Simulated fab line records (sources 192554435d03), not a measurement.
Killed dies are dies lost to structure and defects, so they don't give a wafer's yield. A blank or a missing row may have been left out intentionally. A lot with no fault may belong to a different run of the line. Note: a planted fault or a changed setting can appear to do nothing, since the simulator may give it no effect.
Chamber matching ; flow n5 finfet ; rie diel-03 running N5_DUMMY_GATE_HM_OPEN_21: 4 sister chambers
The step chemistry CH3F/O2, target SiNx, target depth 120 nm, time 171.4 s. 7 wafers are shown with their chamber, then 7 later ones without.

## WAFERS, EACH WITH ITS CHAMBER
wafer;chamber;drypump motor current A (A);rf vpp V (V)
L087.2;1;6.1;296
L087.4;1;6.1;296
L087.5;0;6.7;293
L091.4;2;4.9;295
L091.5;3;5.9;309
L092.1;3;6.0;309
L092.2;2;4.9;296

## WAFERS WITH NO CHAMBER GIVEN
wafer;drypump motor current A (A);rf vpp V (V)
L092.5;6.7;293
L093.3;6.1;296
L093.4;6.0;308
L093.6;6.7;294
L094.1;6.7;292
L094.4;5.9;309
L094.5;5.9;309

## THE CHAMBER EACH PASSED THROUGH
wafer;from the rows above;in truth
L092.5;0;0
L093.3;1;1
L093.4;3;3
L093.6;0;0
L094.1;0;0
L094.4;3;3
L094.5;3;3
Placed correctly: 7 of 7. Can't be placed from these rows: 0. Wrongly placed: 0.
How it was worked out, from the rows above alone: a wafer's distance from a chamber is the root of the sum, over the readings, of the square of ((its reading less the chamber's mean) divided by the reading's scatter). The wafer belongs to the nearest chamber; if the next one is less than 2 further off, it can't be placed. Each chamber's mean is taken over the wafers shown for it. The scatter: the root of (the sum of the squares of (reading less its chamber's mean) over the shown wafers, divided by (wafers less chambers)).
